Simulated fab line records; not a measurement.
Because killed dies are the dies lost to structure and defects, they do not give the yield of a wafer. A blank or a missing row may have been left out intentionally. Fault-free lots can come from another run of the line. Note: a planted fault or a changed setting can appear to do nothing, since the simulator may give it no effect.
Matching of chambers ; flow n5Finfet ; N5_BEOL_M1_STRIP_19 on rieDiel-01 has 4 sister chambers
The step strips in O2. 4 wafers are shown with their chamber, then 8 later ones without.

== WAFERS, EACH WITH ITS CHAMBER ==
wafer;chamber;showerheadPlenumPTorr (Torr)
L080.5;2;2.22
L092.3;3;2.05
L092.4;1;2.11
L093.3;0;2.03

== WAFERS WITH NO CHAMBER GIVEN ==
wafer;showerheadPlenumPTorr (Torr)
L093.5;2.03
L093.6;2.11
L095.1;2.05
L095.4;2.10
L095.6;2.05
L096.1;2.03
L096.3;2.21
L096.6;2.21

== THE CHAMBER EACH PASSED THROUGH ==
wafer;from the rows above;in truth
L093.5;0;0
L093.6;1;1
L095.1;3;3
L095.4;1;1
L095.6;3;3
L096.1;0;0
L096.3;2;2
L096.6;2;2
Correct placement for 8 of the 8. Can't be placed from these rows: 0. Number placed wrongly: 0.
How it was worked out, from the rows above alone: a wafer's distance from a chamber is the root of the sum, over the readings, of the square of ((its reading less the chamber's mean) divided by the reading's scatter). If the next closest chamber is less than 2 further off than the closest, the wafer can't be placed; otherwise it belongs to the closest. A chamber's mean is the mean of its shown wafers. The scatter: with one shown wafer a chamber, the root of the mean of the squares of how far each hidden wafer lies from its nearest shown one.
